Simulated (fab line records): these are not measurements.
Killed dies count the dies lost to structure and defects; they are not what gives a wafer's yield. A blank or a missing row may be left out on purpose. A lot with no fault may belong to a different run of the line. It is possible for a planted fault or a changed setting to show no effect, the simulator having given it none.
fab line records | flow nand-harc | part 2 of 2: steps 34 to 44 of 44
[record] lots = 5 wafers = 15 last-day = 33
route steps=1302 shown A_DECK1_JOINT@527 A_ONON_D2@545 A_CHANNEL_HOLE_D2@570
lots that met no fault: from a run of the same line without faults
start-h: the number of hours between the record's first day and the start of the first shown wafer of the lot | wait-h: hours elapsed since this lot's preceding step | " repeats the value in the row above | L1.1+2: one row covering several wafers at once | - value missing, or start not given | * or withheld: withheld | < > ~ a bound
route shown NAME@n: names a module that has steps shown in the file, with the first one's number in the route | usual: mean/standard deviation of fault-free wafers | same: alike in all rows | chamber/n: place in a boat | sites: the reading at each site | _std_site: standard deviation across them | _edge_site: the outer-site mean with the inner-site mean subtracted | radius-mm: for every site, how far away it sits from the centre of the wafer | mask NAME#n: copy n | behind: the most recent tool/chamber to have shaped the wafer | hold: reason for holding the lot/hours on hold/outcome of the hold | device: which transistor (n, p or np) failed to switch | end of line: the route-end tests of the same wafers | a step given without rows: its recipe and nothing more | killed: dies that structure and defects cost at the first sort, which is not the same as the wafer's yield | map: the dies of a wafer, with x for killed, . for not killed, _ for no die there
set.NAME: the run value of the setting; set.NAME@STEP: its run value at that earlier step | model.NAME: the simulator's own value behind a step, which no gauge read
a table for each step, a row for each wafer; lots at some steps of the route
services: when a tool's chamber went out of use (start-h, in hours from the record's first day, below 0 if earlier), for how many hours, and the reason
[[steps]]
[step NHARC_A_ONON_D2_THK_MEAS_24]
[recipe] thk-meas-gauge = ellipsometry
[usual] thk-nm = 1004/10
// columns lot.wafer tool chamber start-h wait-h thk-nm
L080.3 film-metro-01 - 344.12 - 1004
L080.5 " - " " 1004
L080.6 " - " " 1005
L087.2 film-metro-01 - 425.67 - 1005
L087.3 " - " " 1006
L087.5 " - " " 1006
L090.1 film-metro-02 - 443.07 - 1013
L090.2 " - " " 1011
L090.5 " - " " 1014
L095.1 film-metro-01 - 513.34 - 999
L095.2 " - " " 998
L095.3 " - " " 997
L097.1 film-metro-02 - 513.35 - 1004
L097.2 " - " " 1002
L097.6 " - " " 1004
[step NHARC_A_ONON_D2_DEP_25]
[recipe] target-thk-a = 10000 n2-flow-sccm = 2750 n2o-flow-sccm = 2000 nh3-flow-sccm = 500 sih4-flow-sccm = 210 temp-c = 400
// columns lot.wafer tool chamber start-h wait-h
L080.3+5+6 pecvd-onon-03 0 344.29 0.2
L087.2+3+5 pecvd-onon-01 0 425.78 0.1
L090.1+2+5 pecvd-onon-01 0 443.13 0.1
L095.1+2+3 pecvd-onon-04 0 513.40 0.1
L097.1+2+6 pecvd-onon-03 0 513.40 0.1
[step NHARC_A_ONON_D2_THK_MEAS_27]
[recipe] thk-meas-gauge = ellipsometry
[usual] thk-nm = 1002/9.5
// columns lot.wafer tool chamber start-h wait-h thk-nm
L080.3 film-metro-01 - 344.68 - 979
L080.5 " - " " 977
L080.6 " - " " 977
L087.2 film-metro-02 - 426.24 - 988
L087.3 " - " " 985
L087.5 " - " " 986
L090.1 film-metro-01 - 443.64 - 1006
L090.2 " - " " 1007
L090.5 " - " " 1007
L097.1 film-metro-01 - 513.91 - 1015
L097.2 " - " " 1014
L097.6 " - " " 1016
L095.1 film-metro-02 - 513.91 - 996
L095.2 " - " " 998
L095.3 " - " " 997
[step NHARC_A_ONON_D2_DEP_28]
[recipe] target-thk-a = 10000 n2-flow-sccm = 2750 n2o-flow-sccm = 2000 nh3-flow-sccm = 500 sih4-flow-sccm = 210 temp-c = 400
// columns lot.wafer tool chamber start-h wait-h
L080.3+5+6 pecvd-onon-01 0 344.93 0.2
L087.2+3+5 pecvd-onon-04 0 426.35 0.1
L090.1+2+5 pecvd-onon-03 0 443.70 0.1
L097.1+2+6 pecvd-onon-03 0 513.97 0.1
L095.1+2+3 pecvd-onon-04 0 513.97 0.1
[step NHARC_A_ONON_D2_THK_MEAS_30]
[recipe] thk-meas-gauge = ellipsometry
[usual] thk-nm = 995/11
// columns lot.wafer tool chamber start-h wait-h thk-nm
L080.3 film-metro-02 - 345.33 - 1006
L080.5 " - " " 1006
L080.6 " - " " 1003
L087.2 film-metro-01 - 426.80 - 989
L087.3 " - " " 990
L087.5 " - " " 989
L090.1 film-metro-01 - 444.21 - 993
L090.2 " - " " 994
L090.5 " - " " 995
L097.1 film-metro-01 - 514.47 - 992
L097.2 " - " " 993
L097.6 " - " " 992
L095.1 film-metro-02 - 514.48 - 1011
L095.2 " - " " 1010
L095.3 " - " " 1010
[step NHARC_A_ONON_D2_DEP_33]
[recipe] target-thk-a = 2000 temp-c = 400 pressure-torr = 6.5 rf-w = 900 teos-flow-sccm = 161.4 flow-sccm = 2650 target-thk-nm = 200 gas = O2 material = SiO2
[usual] chamber-pressure-Torr = 6.500/0.013 heater-power-w = 556/81 throttle-valve-pct = 16.0/0.55
// columns lot.wafer tool chamber start-h wait-h chamber-pressure-Torr heater-power-w throttle-valve-pct
L080.3 pecvd-04 1 345.59 0.3 6.486 693 16.1
L080.5 " 2 " " 6.512 441 16.0
L080.6 " 1 " " 6.515 703 16.2
L087.2 pecvd-02 2 426.89 0.1 6.494 490 15.2
L087.3 " 0 " " 6.513 645 15.7
L087.5 " 1 " " 6.499 589 16.6
L090.1 pecvd-04 1 444.27 0.1 6.494 672 16.4
L090.2 " 2 " " 6.491 479 16.2
L090.5 " 1 " " 6.505 710 16.2
L097.2 pecvd-01 2 514.53 0.1 6.516 469 15.5
L097.1 " 1 " " 6.511 566 15.4
L097.6 " 2 " " 6.518 481 15.6
L095.1 pecvd-04 1 514.54 0.1 6.500 733 15.7
L095.3 " 2 " " 6.505 482 16.2
L095.2 " 0 " " 6.489 478 15.6
[step NHARC_A_ONON_D2_THK_MEAS_34]
[recipe] thk-meas-gauge = ellipsometry
[usual] thk-nm = 199.1/2.5
// columns lot.wafer tool chamber start-h wait-h thk-nm
L080.3 film-metro-01 - 345.93 0.3 196.4
L080.5 " - " " 198.9
L080.6 " - " " 199.0
L087.2 film-metro-02 - 427.31 - 198.7
L087.3 " - " " 197.2
L087.5 " - " " 203.1
L090.1 film-metro-02 - 444.68 - 197.3
L090.2 " - " " 195.6
L090.5 " - " " 200.5
L097.1 film-metro-01 - 514.94 - 197.8
L097.2 " - " " 199.1
L097.6 " - " " 200.2
L095.1 film-metro-02 - 514.95 - 195.6
L095.2 " - " " 197.3
L095.3 " - " " 195.9
[step NHARC_A_ONON_D2_INSPECT_32]
[usual] raw-defect-count = 477/190
// columns lot.wafer tool chamber start-h wait-h raw-defect-count
L080.3 defect-inspect-02 - 346.01 0.1 376
L080.5 " - " " 288
L080.6 " - " " 505
L087.2 defect-inspect-02 - 427.39 0.0 393
L087.3 " - " " 603
L087.5 " - " " 503
L090.1 defect-inspect-02 - 444.76 0.0 209
L090.2 " - " " 401
L090.5 " - " " 381
L097.1 defect-inspect-02 - 515.03 0.0 500
L097.2 " - " " 472
L097.6 " - " " 457
L095.1 defect-inspect-01 - 515.04 0.0 403
L095.2 " - " " 189
L095.3 " - " " 247
[step NHARC_A_CHANNEL_HOLE_D2_DEP_00]
[recipe] target-thk-a = 31000 temp-c = 400 material = aC
[usual] throttle-valve-pct = 35.000/0.0091
// columns lot.wafer tool chamber start-h wait-h throttle-valve-pct
L080.3 acl-dep-01 0 349.23 3.2 34.990
L080.5 " 0 " " 34.995
L080.6 " 0 " " 34.997
L087.2 acl-dep-01 0 431.99 4.6 34.992
L087.3 " 0 " " 34.991
L087.5 " 0 " " 34.998
L090.1 acl-dep-02 0 449.25 4.5 35.003
L090.2 " 0 " " 34.998
L090.5 " 0 " " 34.992
L097.1 acl-dep-01 0 515.10 0.1 35.015
L097.2 " 0 " " 34.996
L097.6 " 0 516.67 1.6 35.015
L095.1 acl-dep-02 0 515.32 0.3 35.002
L095.2 " 0 " " 34.999
L095.3 " 0 " " 35.020
[step NHARC_A_CHANNEL_HOLE_D2_DEP_01]
[recipe] target-thk-a = 1400 target-thk-nm = 140 temp-c = 400 pressure-torr = 3.5 flow-sccm = 200 rf-w = 350 material = SiON
[usual] chamber-pressure-Torr = 3.500/0.0078 heater-power-w = 725/85
// columns lot.wafer tool chamber start-h wait-h chamber-pressure-Torr heater-power-w
L080.3 pecvd-01 0 350.60 1.1 3.496 853
L080.6 " 0 " " 3.509 857
L080.5 " 1 " " 3.501 762
L087.3 pecvd-02 0 433.60 1.0 3.486 827
L087.2 " 1 " " 3.503 662
L087.5 " 2 " " 3.502 615
L090.2 pecvd-03 2 451.20 1.3 3.482 700
L090.1 " 0 " " 3.496 676
L090.5 " 2 " " 3.502 701
L097.1 pecvd-01 2 517.01 1.6 3.500 639
L097.2 " 1 " " 3.495 664
L097.6 " 1 " " 3.503 671
L095.3 pecvd-01 2 517.24 1.0 3.500 696
L095.1 " 0 " " 3.515 789
L095.2 " 1 " " 3.500 791
[step NHARC_A_CHANNEL_HOLE_D2_DEHYDRATE_02]
[recipe] temp-c = 150 time-s = 120
[usual] resist-line-temp-C = 23.01/0.099
// columns lot.wafer tool chamber start-h wait-h resist-line-temp-C
L080.3 litho-track-04 0 350.87 0.2 22.82
L080.5 " 0 " " 23.08
L080.6 " 0 " " 22.91
L087.2 litho-track-04 0 433.87 0.2 23.13
L087.3 " 0 " " 22.94
L087.5 " 0 " " 23.14
L090.1 litho-track-01 0 451.47 0.2 23.00
L090.2 " 0 " " 22.95
L090.5 " 0 " " 22.87
L097.1 litho-track-06 0 517.28 0.2 22.97
L097.2 " 0 " " 22.90
L097.6 " 0 " " 23.04
L095.1 litho-track-01 0 517.51 0.2 22.97
L095.2 " 0 " " 22.90
L095.3 " 0 " " 23.05
[[services]]
// columns tool chamber start-h hours kind
cmp-01 - 283.50 4.0 pm
pecvd-04 2 292.80 11.0 repair
pecvd-onon-04 - 311.31 13.0 pm
pecvd-01 - 312.73 13.0 pm
pecvd-04 0 325.47 29.9 repair
pecvd-onon-03 - 330.47 9.8 repair
wet-bench-02 - 330.87 1.2 repair
fcvd-01 - 330.95 0.3 repair
furnace-07 - 334.05 8.1 repair
cmp-01 - 337.22 3.2 repair
pecvd-01 2 350.43 2.0 repair
wet-bench-09 - 352.80 8.0 pm
fcvd-01 - 367.06 13.0 pm
cmp-01 - 376.20 0.6 repair
pecvd-01 0 377.80 2.0 repair
cmp-01 - 381.50 4.0 pm
furnace-07 - 389.00 26.0 pm
pecvd-onon-03 - 408.00 13.0 pm
wet-bench-02 - 420.00 8.0 pm
pecvd-04 2 445.47 17.1 repair
pecvd-04 - 450.00 13.0 pm
pecvd-onon-01 - 450.09 13.0 pm
pecvd-onon-04 - 492.31 13.0 pm
pecvd-01 - 493.73 13.0 pm
